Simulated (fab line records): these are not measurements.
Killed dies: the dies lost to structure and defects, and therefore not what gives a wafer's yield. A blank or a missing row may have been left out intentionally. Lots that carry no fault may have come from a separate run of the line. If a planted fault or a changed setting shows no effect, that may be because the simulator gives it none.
fab line records | flow n5_finfet | part 1 of 2: steps 1 to 41 of 42
record lots=6 | wafers=18 | last_day=17
route steps=1938 shown SD_EPI_P@309 SD_ACTIVATION@330 ILD0@335 SDB@347 MOL_CONTACT_COAG@538 PASSIVATION@1936
lots that met no fault: taken from a fault-free run of the same line
start_h: hours from the record's opening day to when the first of the lot's shown wafers began | wait_h: hours elapsed since this lot's preceding step | " repeats the value in the row above | L1.1+2: several wafers, shown together as one row | - either no value or no given start | * or withheld: withheld | < > ~ a bound
route shown NAME@n: NAME is a module with steps in the file, n the number in the route of the first one | usual: average and standard deviation across the fault-free wafers | same: alike in all rows | chamber/n: place in a boat | sites: each site's reading | _std_site: the values' standard deviation | _edge_site: inner sites' mean taken away from outer sites' mean | radius_mm: how far each site lies from the wafer's centre | mask NAME#n: copy n | behind: tool/chamber where the wafer was last shaped | hold: why the lot went on hold/how many hours it stayed there/how the hold came to an end | device: whichever transistor did not switch (one of n, p or np) | end of line: the same wafers' tests at the end of the route | a step with no rows: only its recipe | killed: dies lost to structure and defects at the first sort, not the wafer's yield | map: the dies of a wafer, with x for killed, . for not killed, _ for no die there
set.NAME: setting as actually run; set.NAME@STEP: the setting as run at that earlier step | model.NAME: the simulator's own value behind a step, which no gauge read
lots at some steps of the route; a table a step, a row a wafer
services: a tool's chamber out of use, with start hour (start_h, from the record's first day; less than 0 if before it), hours out, and reason
## steps
# step N5_SD_EPI_P_STRIP_38
# recipe chemistry=N2/H2 | temp_c=40 | n2_flow_sccm=200 | h2_flow_sccm=200 | rf_frequency_hz=6e+07
# step N5_SD_EPI_P_ETCHBACK_46
# recipe chemistry=CH3F/O2 | mode=anisotropic_etchback | target=SiNx | target_depth_a=175 | stop_on=SiO2 | over_etch_frac=0.3 | ion_energy_ev=120 | pressure_mtorr=30 | source_w=395 | bias_w=73 | Ar_flow_sccm=150 | CH3F_flow_sccm=30 | O2_flow_sccm=20
# step N5_SD_EPI_P_ETCH_47
# recipe chemistry=CH3F/O2 | target=SiOCN | target_depth_a=250 | mask_material=SOC | ion_energy_ev=60 | bias_w=29 | pressure_mtorr=30 | source_w=410 | Ar_flow_sccm=150 | CH3F_flow_sccm=30 | O2_flow_sccm=20
# step N5_SD_EPI_P_ETCH_16
# recipe chemistry=CHF3/O2 | target=SiO2 | target_depth_a=50 | mask_material=SOC | pressure_mtorr=30 | source_w=650 | bias_w=170 | Ar_flow_sccm=200 | CHF3_flow_sccm=50 | O2_flow_sccm=5 | ion_energy_ev=200
# usual drypump_motor_current_A=5.89/0.26 | oes_product_au=0.78/0.079 | rf_vpp_V=521/22 | showerhead_plenum_p_Torr=2.43/0.065 | throttle_valve_pct=18.82/0.19
lot.wafer | tool        | chamber | start_h | wait_h | drypump_motor_current_A | oes_product_au | rf_hours_counter_h | rf_vpp_V | showerhead_plenum_p_Torr | throttle_valve_pct
L822.1    | rie_diel-03 | 3       | 54.80   | 0.1    | 5.85                    | 0.73           | 188                | 534      | 2.47                     | 18.68
L822.2    | "           | 2       | "       | "      | 6.04                    | 0.84           | 51                 | 485      | 2.45                     | 18.80
L822.6    | "           | 2       | "       | "      | 6.02                    | 0.84           | -                  | 485      | 2.45                     | 18.81
L823.1    | rie_diel-03 | 3       | 60.19   | 0.1    | 5.83                    | 0.74           | 190                | 535      | 2.47                     | 18.67
L823.3    | "           | 2       | "       | "      | 6.03                    | 0.84           | 53                 | 485      | 2.45                     | 18.80
L823.5    | "           | 2       | "       | "      | 6.05                    | 0.84           | -                  | 484      | 2.45                     | 18.80
L827.2    | rie_diel-02 | 2       | 83.60   | 0.1    | 5.98                    | 0.78           | 131                | 503      | 2.43                     | 18.68
L827.3    | "           | 0       | "       | "      | 5.46                    | 0.68           | 247                | 541      | 2.37                     | 18.92
L827.6    | "           | 1       | "       | "      | 5.99                    | 0.89           | -                  | 542      | 2.56                     | 18.62
L837.1    | rie_diel-03 | 2       | 144.76  | 0.1    | 6.04                    | 0.84           | 76                 | 485      | 2.44                     | 18.86
L837.3    | "           | 1       | "       | "      | 5.50                    | 0.71           | 196                | 543      | 2.40                     | 19.31
L837.4    | "           | 3       | "       | "      | 5.83                    | 0.72           | 214                | 533      | 2.46                     | 18.74
L838.1    | rie_diel-06 | 2       | 150.41  | 0.1    | 6.08                    | 0.71           | 189                | 517      | 2.36                     | 18.80
L838.3    | "           | 1       | "       | "      | 6.50                    | 0.86           | 46                 | 546      | 2.47                     | 18.63
L838.4    | "           | 3       | "       | "      | 5.80                    | 0.68           | 206                | 515      | 2.40                     | 19.23
L845.3    | rie_diel-02 | 3       | 191.66  | 0.1    | 6.15                    | 0.91           | 13                 | 488      | 2.38                     | 18.63
L845.4    | "           | 1       | "       | "      | 5.97                    | 0.82           | 67                 | 541      | 2.54                     | 18.68
L845.5    | "           | 2       | "       | "      | 5.96                    | 0.74           | -                  | 502      | 2.42                     | 18.75
# step N5_SD_EPI_P_STRIP_50
# recipe chemistry=CHF3/O2 | resist=SiARC | rf_frequency_hz=6e+07
# step N5_SD_EPI_P_SD_RECESS_17
# recipe chemistry=HBr/Cl2/O2 | target_depth_a=391 | bt_time_s=3 | pressure_mtorr=10 | icp_w=800 | bias_w=112 | HBr_flow_sccm=150 | Cl2_flow_sccm=80 | O2_flow_sccm=12
# usual drypump_motor_current_A=5.7/0.38 | oes_product_au=0.998/0.017 | throttle_valve_pct=37.1/0.49
lot.wafer | tool      | chamber | start_h | wait_h | drypump_motor_current_A | oes_product_au | rf_hours_counter_h | throttle_valve_pct
L822.1    | rie_si-02 | 1       | 54.87   | 0.0    | 6.1                     | 0.966          | 18                 | 37.0
L822.2    | "         | 3       | "       | "      | 5.2                     | 0.999          | 76                 | 37.8
L822.6    | "         | 2       | "       | "      | 5.7                     | 0.954          | -                  | 37.0
L823.1    | rie_si-02 | 3       | 60.26   | 0.0    | 5.2                     | 0.998          | 76                 | 37.8
L823.3    | "         | 1       | "       | "      | 6.0                     | 0.973          | 19                 | 37.0
L823.5    | "         | 3       | "       | "      | 5.2                     | 0.997          | -                  | 37.8
L827.2    | rie_si-06 | 3       | 83.67   | 0.0    | 6.5                     | 1.005          | 156                | 37.4
L827.3    | "         | 0       | "       | "      | 4.9                     | 1.022          | 185                | 36.7
L827.6    | "         | 2       | "       | "      | 5.6                     | 0.980          | -                  | 36.8
L837.1    | rie_si-02 | 3       | 144.84  | 0.0    | 5.2                     | 0.996          | 78                 | 37.9
L837.3    | "         | 0       | "       | "      | 5.8                     | 0.990          | 129                | 36.8
L837.4    | "         | 1       | "       | "      | 6.1                     | 0.965          | 20                 | 37.0
L838.1    | rie_si-06 | 3       | 150.48  | 0.0    | 6.6                     | 1.002          | 157                | 37.5
L838.3    | "         | 0       | "       | "      | 4.9                     | 1.026          | 186                | 36.7
L838.4    | "         | 2       | "       | "      | 5.6                     | 0.974          | 45                 | 36.8
L845.3    | rie_si-05 | 3       | 191.73  | 0.0    | 6.2                     | 0.996          | 151                | 37.7
L845.4    | "         | 0       | "       | "      | 5.3                     | 0.997          | 36                 | 37.0
L845.5    | "         | 1       | "       | "      | 5.5                     | 1.014          | -                  | 37.3
# step N5_SD_EPI_P_WET_ETCH_45
# recipe chemistry=dHF | dilution=withheld | time_s=10.7 | target=SiO2 | target_depth_a=20 | temp_c=25 | dry=ipa_marangoni | rinse_time_s=30 | rinse_temp_c=23
# step N5_SD_EPI_P_STRIP_40
# recipe chemistry=N2/H2 | power_w=1000 | temp_c=250 | h2_frac=0.65 | overash_fraction=0.3 | pressure_mtorr=withheld | n2_flow_sccm=1750 | h2_flow_sccm=3250
# step N5_SD_EPI_P_PRECLEAN_52
# recipe chemistry=O3/DIW | time_s=60 | temp_c=22 | o3_ppm=10
# step N5_SD_EPI_P_SRD_20
# recipe dry=ipa_marangoni | do_ppb=5 | time_s=30 | temp_c=23 | rinse_liquid=diw
# step N5_SD_EPI_P_PRECLEAN_51
# recipe chemistry=NF3:NH3 | afs_cycles=1 | temp_c=30 | time_s=20 | sublimation_temp_c=180 | sublimation_time_s=60 | pressure_torr=3 | rf_power_w=30
# step N5_SD_EPI_P_VAPOR_ETCH_44
# recipe chemistry=NF3/Ar | target=SiGe30 | temp_c=25 | time_s=3.3 | mode=isotropic
# step N5_SD_EPI_P_EPI_21
# recipe material=SiGe:B | dopant=B | temp_c=550 | pressure_torr=20 | ambient=H2 | time_s=355
# usual lamp_inner_pct=11.6/0.93
lot.wafer | tool         | chamber | start_h | wait_h | lamp_inner_pct | model.SiGe-B_of_SD_EPI_P_EPI_21.thk_nm
L822.1    | epi_rpcvd-02 | 0       | 55.66   | 0.2    | 11.1           | 63.2
L822.2    | "            | 0       | "       | "      | 10.9           | 62.6
L822.6    | "            | 0       | 58.06   | 2.4    | 11.0           | 63.2
L823.1    | epi_rpcvd-01 | 0       | 60.93   | 0.1    | 10.9           | 61.4
L823.3    | "            | 0       | "       | "      | 11.0           | 60.8
L823.5    | "            | 0       | "       | "      | 11.1           | 61.6
L827.2    | epi_rpcvd-02 | 0       | 84.69   | 0.5    | 10.9           | 60.8
L827.3    | "            | 0       | "       | "      | 11.1           | 62
L827.6    | "            | 0       | 86.13   | 1.8    | 11.1           | 61.6
L837.1    | epi_rpcvd-01 | 0       | 145.50  | 0.1    | 11.1           | 58
L837.3    | "            | 0       | "       | "      | 11.1           | 57.8
L837.4    | "            | 0       | "       | "      | 11.1           | 57.6
L838.1    | epi_rpcvd-01 | 0       | 151.14  | 0.1    | 11.1           | 56.8
L838.3    | "            | 0       | "       | "      | 11.0           | 56.6
L838.4    | "            | 0       | "       | "      | 11.0           | 56.8
L845.3    | epi_rpcvd-03 | 0       | 193.14  | 0.8    | 12.8           | 60.8
L845.4    | "            | 0       | "       | "      | 13.0           | 60.6
L845.5    | "            | 0       | "       | "      | 13.0           | 60.4
# step N5_SD_EPI_P_EPI_MEAS_23
# recipe mode=xrd
# usual thk_nm=61.0/1.3
lot.wafer | tool          | chamber | start_h | wait_h | thk_nm
L822.1    | film_metro-02 | -       | 58.57   | 2.4    | 62.5
L822.2    | "             | -       | "       | "      | 63.5
L822.6    | "             | -       | "       | "      | 64.5
L823.1    | film_metro-02 | -       | 63.14   | 1.9    | 60.2
L823.3    | "             | -       | "       | "      | 60.6
L823.5    | "             | -       | "       | "      | 61.1
L827.2    | film_metro-01 | -       | 86.53   | 1.5    | 59.3
L827.3    | "             | -       | "       | "      | 62.1
L827.6    | "             | -       | "       | "      | 61.4
L837.1    | film_metro-01 | -       | 147.69  | 1.8    | 56.7
L837.3    | "             | -       | "       | "      | 58.2
L837.4    | "             | -       | "       | "      | 56.8
L838.1    | film_metro-01 | -       | 153.35  | 1.9    | 56.1
L838.3    | "             | -       | "       | "      | 54.8
L838.4    | "             | -       | "       | "      | 55.7
L845.3    | film_metro-01 | -       | 194.64  | 1.1    | 62.4
L845.4    | "             | -       | "       | "      | 61.0
L845.5    | "             | -       | "       | "      | 60.6
# step N5_SD_EPI_P_HM_STRIP_48
# recipe chemistry=H3PO4 | temp_c=160 | material=SiNx | target=SiNx | target_depth_a=30 | overetch_fraction=0.3
# step N5_SD_EPI_P_SRD_49
# recipe dry=ipa_marangoni | time_s=30 | temp_c=23 | rinse_liquid=diw
# step N5_SD_EPI_P_PRECLEAN_24
# recipe chemistry=O3/DIW | time_s=45 | temp_c=22 | o3_ppm=10
# step N5_SD_EPI_P_PRECLEAN_32
# recipe chemistry=dHF | time_s=10 | dilution=500:1 | temp_c=25
# step N5_SD_EPI_P_PRECLEAN_33
# recipe chemistry=SC2 | time_s=45 | temp_c=35 | mix=1:1:50
# step N5_SD_EPI_P_SRD_25
# recipe time_s=30 | temp_c=23 | rinse_liquid=diw | dry=ipa_marangoni
# step N5_SD_EPI_P_INSPECT_26
# recipe inspect_instrument=darkfield | mode=post_epi
# usual raw_defect_count=165/37
lot.wafer | tool              | chamber | start_h | wait_h | raw_defect_count
L822.1    | defect_inspect-01 | -       | 58.75   | 0.0    | 175
L822.2    | "                 | -       | "       | "      | 150
L822.6    | "                 | -       | "       | "      | 119
L823.1    | defect_inspect-01 | -       | 63.31   | 0.0    | 103
L823.3    | "                 | -       | "       | "      | 126
L823.5    | "                 | -       | "       | "      | 115
L827.2    | defect_inspect-01 | -       | 86.72   | 0.0    | 196
L827.3    | "                 | -       | "       | "      | 151
L827.6    | "                 | -       | "       | "      | 125
L837.1    | defect_inspect-01 | -       | 147.87  | 0.0    | 208
L837.3    | "                 | -       | "       | "      | 231
L837.4    | "                 | -       | "       | "      | 240
L838.1    | defect_inspect-02 | -       | 153.53  | 0.0    | 147
L838.3    | "                 | -       | "       | "      | 155
L838.4    | "                 | -       | "       | "      | 170
L845.3    | defect_inspect-01 | -       | 194.82  | 0.0    | 140
L845.4    | "                 | -       | "       | "      | 170
L845.5    | "                 | -       | "       | "      | 185
# step N5_SD_ACTIVATION_RTA_00
# recipe temp_c=975 | time_s=0 | ambient=N2 | idle_temp_c=600 | ramp_up_c_per_s=150 | ramp_down_c_per_s=60 | cool_to_c=600
# step N5_SD_ACTIVATION_LSA_01
# recipe temp_c=1080 | time_s=0.0008 | ambient=N2
# step N5_SD_ACTIVATION_INSPECT_02
# recipe inspect_instrument=darkfield | mode=post_anneal
# usual raw_defect_count=165/37
lot.wafer | tool              | chamber | start_h | wait_h | raw_defect_count
L822.1    | defect_inspect-02 | -       | 59.50   | 0.2    | 169
L822.2    | "                 | -       | "       | "      | 144
L822.6    | "                 | -       | "       | "      | 120
L823.1    | defect_inspect-01 | -       | 64.07   | 0.2    | 94
L823.3    | "                 | -       | "       | "      | 127
L823.5    | "                 | -       | "       | "      | 116
L827.2    | defect_inspect-02 | -       | 87.48   | 0.1    | 190
L827.3    | "                 | -       | "       | "      | 160
L827.6    | "                 | -       | "       | "      | 123
L837.1    | defect_inspect-02 | -       | 148.62  | 0.2    | 231
L837.3    | "                 | -       | "       | "      | 205
L837.4    | "                 | -       | "       | "      | 235
L838.1    | defect_inspect-02 | -       | 154.42  | 0.2    | 133
L838.3    | "                 | -       | "       | "      | 166
L838.4    | "                 | -       | "       | "      | 172
L845.3    | defect_inspect-01 | -       | 195.73  | 0.1    | 150
L845.4    | "                 | -       | "       | "      | 164
L845.5    | "                 | -       | "       | "      | 164
# step N5_ILD0_LINER_00
# recipe material=SiNx | target_thk_a=40 | temp_c=400 | ald_precursor_family=SiH2I2 | ald_co_reactant=N2/H2-plasma | pulse_time_s=1 | purge_time_s=2 | co_reactant_purge_time_s=2 | ald_cycles=80 | pressure_torr=2
# usual heater_power_w=811/79 | precursor_pulse_height_rel=1.002/0.019
# same co_reactant_purge_time_s=2 | purge_time_s=2
lot.wafer | tool       | chamber | start_h | wait_h | heater_power_w | precursor_pulse_height_rel
L822.1    | ald_sin-03 | 3       | 59.54   | 0.0    | 834            | 1.007
L822.2    | "          | 0       | "       | "      | 872            | 0.973
L822.6    | "          | 2       | "       | "      | 793            | 1.016
L823.1    | ald_sin-01 | 0       | 64.11   | 0.0    | 971            | 1.003
L823.3    | "          | 1       | "       | "      | 758            | 0.983
L823.5    | "          | 3       | "       | "      | 742            | 1.007
L827.2    | ald_sin-01 | 2       | 87.65   | 0.2    | 906            | 0.977
L827.3    | "          | 1       | "       | "      | 730            | 0.992
L827.6    | "          | 1       | "       | "      | 745            | 1.036
L837.1    | ald_sin-02 | 0       | 148.66  | 0.0    | 722            | 1.014
L837.3    | "          | 3       | "       | "      | 692            | 1.015
L837.4    | "          | 1       | "       | "      | 803            | 1.010
L838.1    | ald_sin-01 | 0       | 154.46  | 0.0    | 941            | 0.987
L838.3    | "          | 1       | "       | "      | 755            | 1.040
L838.4    | "          | 2       | "       | "      | 922            | 1.019
L845.3    | ald_sin-02 | 1       | 196.14  | 0.4    | 815            | 1.002
L845.4    | "          | 3       | "       | "      | 700            | 1.020
L845.5    | "          | 0       | "       | "      | 729            | 0.977
# step N5_ILD0_FCVD_FILL_01
# recipe material=SiO2_flowable | target_thk_a=2000 | temp_c=100 | pressure_torr=0.8 | rf_w=2000 | time_s=328.3
# step N5_ILD0_CURE_02
# recipe temp_c=450 | time_s=1800 | ambient=steam | idle_temp_c=400 | ramp_up_c_per_min=5 | ramp_down_c_per_min=3 | densification_p_h2o_torr=640
# step N5_ILD0_CMP_03
# recipe stop_on=SiNx | t_overpolish_s=1.9 | post_cmp_clean=alkaline_brush | down_force_psi=4.1491 | platen_rpm=51.796 | pad_velocity_m_s=1.0306 | target_thk_nm=197.38
# usual motor_current_A=12.6/1.1 | overpolish_run_s=1.899/0.0093 | time_to_endpoint_s=72/5.6
lot.wafer | tool   | chamber | start_h | wait_h | motor_current_A | overpolish_run_s | time_to_endpoint_s
L822.1    | cmp-01 | 1       | 62.28   | 0.0    | 14.3            | 1.892            | 70
L822.2    | "      | 2       | "       | "      | 11.1            | 1.891            | 66
L822.6    | "      | 1       | "       | "      | 15.1            | 1.883            | 72
L823.3    | cmp-04 | 0       | 66.48   | 0.0    | 11.7            | 1.886            | 70
L823.1    | "      | 1       | "       | "      | 13.4            | 1.893            | 82
L823.5    | "      | 0       | "       | "      | 12.8            | 1.886            | 73
L827.3    | cmp-04 | 0       | 90.02   | 0.0    | 12.2            | 1.906            | 73
L827.2    | "      | 3       | "       | "      | 11.8            | 1.905            | 72
L827.6    | "      | 0       | "       | "      | 12.0            | 1.898            | 72
L837.4    | cmp-01 | 1       | 151.02  | 0.0    | 14.7            | 1.882            | 71
L837.3    | "      | 3       | "       | "      | 12.1            | 1.906            | 73
L837.1    | "      | 0       | "       | "      | 12.5            | 1.909            | 61
L838.4    | cmp-04 | 2       | 156.86  | 0.1    | 12.9            | 1.882            | 60
L838.1    | "      | 3       | "       | "      | 12.9            | 1.908            | 69
L838.3    | "      | 0       | "       | "      | 13.0            | 1.896            | 68
L845.3    | cmp-03 | 2       | 198.56  | 0.1    | 10.7            | 1.912            | 69
L845.4    | "      | 0       | "       | "      | 12.7            | 1.883            | 78
L845.5    | "      | 2       | "       | "      | 10.8            | 1.909            | 71
# step N5_ILD0_THK_MEAS_04
# usual thk_nm=197.3/1.7
lot.wafer | tool          | chamber | start_h | wait_h | thk_nm
L822.1    | film_metro-02 | -       | 62.57   | -      | 197.0
L822.2    | "             | -       | "       | "      | 196.9
L822.6    | "             | -       | "       | "      | 197.7
L823.1    | film_metro-01 | -       | 66.77   | -      | 201.1
L823.3    | "             | -       | "       | "      | 197.2
L823.5    | "             | -       | "       | "      | 196.6
L827.2    | film_metro-01 | -       | 90.31   | -      | 194.9
L827.3    | "             | -       | "       | "      | 195.6
L827.6    | "             | -       | "       | "      | 197.4
L837.1    | film_metro-01 | -       | 151.31  | -      | 193.9
L837.3    | "             | -       | "       | "      | 192.9
L837.4    | "             | -       | "       | "      | 195.1
L838.1    | film_metro-01 | -       | 157.12  | -      | 197.6
L838.3    | "             | -       | "       | "      | 198.4
L838.4    | "             | -       | "       | "      | 198.1
L845.3    | film_metro-01 | -       | 198.81  | -      | 195.3
L845.4    | "             | -       | "       | "      | 196.0
L845.5    | "             | -       | "       | "      | 195.7
# step N5_ILD0_CMP_07
# recipe stop_on=poly-Si | material=SiO2_flowable | t_overpolish_s=1.18 | post_cmp_clean=alkaline_brush | down_force_psi=4.1491 | platen_rpm=51.796 | pad_velocity_m_s=1.0306 | target_thk_nm=138.88
# step N5_ILD0_THK_MEAS_08
# usual thk_nm=139.5/1.6
lot.wafer | tool          | chamber | start_h | wait_h | thk_nm
L822.1    | film_metro-01 | -       | 62.90   | -      | 139.7
L822.2    | "             | -       | "       | "      | 138.1
L822.6    | "             | -       | "       | "      | 142.6
L823.1    | film_metro-01 | -       | 67.09   | -      | 138.5
L823.3    | "             | -       | "       | "      | 136.6
L823.5    | "             | -       | "       | "      | 137.3
L827.2    | film_metro-01 | -       | 90.64   | -      | 140.1
L827.3    | "             | -       | "       | "      | 142.8
L827.6    | "             | -       | "       | "      | 138.8
L837.1    | film_metro-01 | -       | 151.64  | -      | 140.3
L837.3    | "             | -       | "       | "      | 137.9
L837.4    | "             | -       | "       | "      | 138.6
L838.1    | film_metro-01 | -       | 157.44  | -      | 140.1
L838.3    | "             | -       | "       | "      | 139.1
L838.4    | "             | -       | "       | "      | 137.2
L845.3    | film_metro-01 | -       | 199.14  | -      | 141.1
L845.4    | "             | -       | "       | "      | 139.5
L845.5    | "             | -       | "       | "      | 141.2
# step N5_ILD0_PRECLEAN_10
# recipe chemistry=NF3:NH3 | afs_cycles=5 | time_s=20 | temp_c=30 | sublimation_temp_c=180 | sublimation_time_s=60 | pressure_torr=3 | rf_power_w=30
# step N5_ILD0_ALD_15
# recipe material=SiNx | target_thk_a=240 | temp_c=400 | ald_precursor_family=SiH2I2 | ald_co_reactant=N2/H2-plasma | pulse_time_s=1 | ald_cycles=480 | purge_time_s=2 | co_reactant_purge_time_s=2 | pressure_torr=2
# step N5_ILD0_CMP_12
# recipe stop_on=poly-Si | material=SiNx | t_overpolish_s=6 | post_cmp_clean=alkaline_brush | down_force_psi=2.5 | platen_rpm=51.8 | pad_velocity_m_s=1.0307 | target_thk_nm=17.67
# usual motor_current_A=9.2/0.85 | overpolish_run_s=6.000/0.0084 | time_to_endpoint_s=31/3.9
lot.wafer | tool   | chamber | start_h | wait_h | motor_current_A | overpolish_run_s | time_to_endpoint_s
L822.2    | cmp-01 | 0       | 65.85   | 1.2    | 9.1             | 6.008            | 25
L822.1    | "      | 1       | "       | "      | 10.7            | 5.997            | 31
L822.6    | "      | 0       | "       | "      | 9.4             | 6.001            | 24
L823.3    | cmp-01 | 3       | 70.05   | 1.2    | 9.1             | 5.992            | 35
L823.1    | "      | 0       | "       | "      | 9.4             | 5.990            | 27
L823.5    | "      | 3       | "       | "      | 9.0             | 5.982            | 34
L827.3    | cmp-04 | 2       | 93.63   | 1.2    | 10.7            | 5.992            | 27
L827.2    | "      | 3       | "       | "      | 8.9             | 6.017            | 33
L827.6    | "      | 0       | "       | "      | 9.2             | 5.988            | 34
L837.3    | cmp-01 | 0       | 154.59  | 1.2    | 8.9             | 6.003            | 25
L837.1    | "      | 1       | "       | "      | 10.3            | 5.985            | 32
L837.4    | "      | 2       | "       | "      | 8.0             | 6.009            | 30
L838.3    | cmp-03 | 3       | 160.41  | 1.2    | 8.8             | 5.998            | 26
L838.4    | "      | 0       | "       | "      | 9.9             | 5.997            | 32
L838.1    | "      | 1       | "       | "      | 10.4            | 6.001            | 25
L845.3    | cmp-04 | 0       | 202.08  | 1.1    | 8.7             | 6.014            | 29
L845.4    | "      | 2       | "       | "      | 9.9             | 5.999            | 24
L845.5    | "      | 1       | "       | "      | 9.7             | 6.000            | 34
# step N5_ILD0_THK_MEAS_13
# usual thk_nm=18.5/1.6
lot.wafer | tool          | chamber | start_h | wait_h | thk_nm
L822.1    | film_metro-01 | -       | 66.11   | -      | 19.0
L822.2    | "             | -       | "       | "      | 15.9
L822.6    | "             | -       | "       | "      | 16.6
L823.1    | film_metro-02 | -       | 70.31   | -      | 15.9
L823.3    | "             | -       | "       | "      | 18.2
L823.5    | "             | -       | "       | "      | 18.8
L827.2    | film_metro-02 | -       | 93.85   | -      | 18.7
L827.3    | "             | -       | "       | "      | 16.6
L827.6    | "             | -       | "       | "      | 18.6
L837.1    | film_metro-01 | -       | 154.85  | -      | 18.2
L837.3    | "             | -       | "       | "      | 16.5
L837.4    | "             | -       | "       | "      | 19.0
L838.1    | film_metro-01 | -       | 160.67  | -      | 16.9
L838.3    | "             | -       | "       | "      | 16.6
L838.4    | "             | -       | "       | "      | 17.5
L845.3    | film_metro-01 | -       | 202.38  | -      | 17.8
L845.4    | "             | -       | "       | "      | 16.3
L845.5    | "             | -       | "       | "      | 20.6
# step N5_ILD0_INSPECT_06
# recipe inspect_instrument=darkfield | mode=post_cmp
# usual raw_defect_count=35/14
lot.wafer | tool              | chamber | start_h | wait_h | raw_defect_count
L822.1    | defect_inspect-02 | -       | 66.13   | 0.0    | 29
L822.2    | "                 | -       | "       | "      | 18
L822.6    | "                 | -       | "       | "      | 21
L823.1    | defect_inspect-01 | -       | 70.33   | 0.0    | 17
L823.3    | "                 | -       | "       | "      | 22
L823.5    | "                 | -       | "       | "      | 37
L827.2    | defect_inspect-02 | -       | 93.87   | 0.0    | 36
L827.3    | "                 | -       | "       | "      | 50
L827.6    | "                 | -       | "       | "      | 27
L837.1    | defect_inspect-02 | -       | 154.88  | 0.0    | 43
L837.3    | "                 | -       | "       | "      | 22
L837.4    | "                 | -       | "       | "      | 17
L838.1    | defect_inspect-02 | -       | 160.69  | 0.0    | 33
L838.3    | "                 | -       | "       | "      | 29
L838.4    | "                 | -       | "       | "      | 27
L845.3    | defect_inspect-02 | -       | 202.40  | 0.0    | 12
L845.4    | "                 | -       | "       | "      | 17
L845.5    | "                 | -       | "       | "      | 26
# step N5_SDB_HM_DEP_00
# recipe material=SiNx | target_thk_a=400 | temp_c=400 | precursor=SiH4/NH3/N2 | pressure_torr=1.5 | rf_w=300 | time_s=35.3
# step N5_SDB_COAT_03
# recipe resist=SOC | temp_c=250 | time_s=60 | spin_rpm=1500 | resist_thk_nm=100
# step N5_SDB_COAT_04
# recipe resist=SiARC | temp_c=220 | time_s=60 | spin_rpm=1500 | resist_thk_nm=18
# step N5_SDB_COAT_05
# recipe resist=CAR-ArF | spin_rpm=1500 | resist_thk_nm=90
# step N5_MOL_CONTACT_COAG_ETCH_110
# recipe chemistry=CF4/O2 | target=Si | target_depth_a=25 | time_s=8 | pressure_mtorr=100 | source_w=200 | bias_w=12 | ion_energy_ev=60 | Ar_flow_sccm=100 | cf4_flow_sccm=100 | O2_flow_sccm=10
# usual drypump_motor_current_A=5.3/0.47 | oes_product_au=0.75/0.096 | rf_vpp_V=129/4.9 | showerhead_plenum_p_Torr=2.20/0.078 | throttle_valve_pct=10.80/0.29
lot.wafer | tool        | chamber | start_h | wait_h | drypump_motor_current_A | oes_product_au | rf_hours_counter_h | rf_vpp_V | showerhead_plenum_p_Torr | throttle_valve_pct | model.SiGe-B_of_SD_EPI_P_EPI_21.thk_nm
L822.1    | rie_diel-04 | 2       | 88.58   | 0.0    | 5.3                     | 0.74           | 157                | 123      | 2.14                     | 10.56              | 60
L822.2    | "           | 1       | "       | "      | 5.3                     | 0.67           | 223                | 130      | 2.10                     | 10.88              | 59.6
L822.6    | "           | 2       | "       | "      | 5.3                     | 0.73           | -                  | 122      | 2.14                     | 10.57              | 60.2
L823.1    | rie_diel-04 | 2       | 92.77   | 0.0    | 5.3                     | 0.74           | 158                | 124      | 2.14                     | 10.57              | 58.4
L823.3    | "           | 0       | "       | "      | 5.4                     | 0.71           | 219                | 129      | 2.21                     | 11.18              | 58
L823.5    | "           | 1       | "       | "      | 5.3                     | 0.68           | -                  | 131      | 2.10                     | 10.89              | 58.8
L827.2    | rie_diel-04 | 1       | 117.27  | 0.0    | 5.4                     | 0.66           | 233                | 133      | 2.10                     | 10.91              | 58
L827.3    | "           | 0       | "       | "      | 5.5                     | 0.70           | 227                | 130      | 2.20                     | 11.22              | 59
L827.6    | "           | 0       | "       | "      | 5.4                     | 0.70           | -                  | 130      | 2.20                     | 11.24              | 58.6
L837.1    | rie_diel-01 | 1       | 177.54  | 0.0    | 4.7                     | 0.72           | 196                | 123      | 2.29                     | 10.92              | 55.2
L837.3    | "           | 2       | "       | "      | 6.3                     | 0.66           | 241                | 125      | 2.17                     | 11.02              | 55.2
L837.4    | "           | 3       | "       | "      | 4.9                     | 0.67           | 244                | 128      | 2.18                     | 10.82              | 54.8
L838.1    | rie_diel-01 | 0       | 182.75  | 0.0    | 4.9                     | 0.93           | 10                 | 136      | 2.20                     | 10.46              | 54
L838.3    | "           | 1       | "       | "      | 4.7                     | 0.72           | 198                | 123      | 2.29                     | 10.92              | 54
L838.4    | "           | 2       | "       | "      | 6.3                     | 0.66           | 243                | 124      | 2.17                     | 11.04              | 54.2
L845.3    | rie_diel-04 | 3       | 229.15  | 0.0    | 4.9                     | 0.67           | 222                | 136      | 2.30                     | 11.18              | 58
L845.4    | "           | 2       | "       | "      | 5.3                     | 0.70           | 214                | 124      | 2.12                     | 10.73              | 57.8
L845.5    | "           | 2       | "       | "      | 5.3                     | 0.70           | -                  | 123      | 2.12                     | 10.73              | 57.4
## key
first_sign step=N5_SD_EPI_P_EPI_MEAS_23 | reading=thk_nm | direction=down | sigmas=3.6 | usual=* | struck=*
effect none on later readings
model_effect step=N5_SD_EPI_P_EPI_21 | value=SiGe-B_of_SD_EPI_P_EPI_21.thk_nm | without=60.97 | struck=57.27
model_effect step=N5_MOL_CONTACT_COAG_ETCH_110 | value=SiGe-B_of_SD_EPI_P_EPI_21.thk_nm | without=58.1 | struck=54.57
met_at N5_SD_EPI_P_EPI_21
struck_wafers L837.1,L837.3,L837.4,L838.1,L838.3,L838.4
tester_left_out L837,L838
onset_between 60.93 145.50
fault kind=process_parameter_drift | tool=epi_rpcvd-01 | chamber=0 | onset_h=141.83 | steps=N5_SD_EPI_P_EPI_21 | channel=time_s | offset=* | shape=step | end_h=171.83 | acts_in=* | stated=*
# tester_left_out: of these lots the tester's yield and bins aren't shown, on N5 and GAA mostly nor the transistor test; their killed dies are dies lost to structure and defects alone, not to doping, threshold or leakage, so they don't give the yield
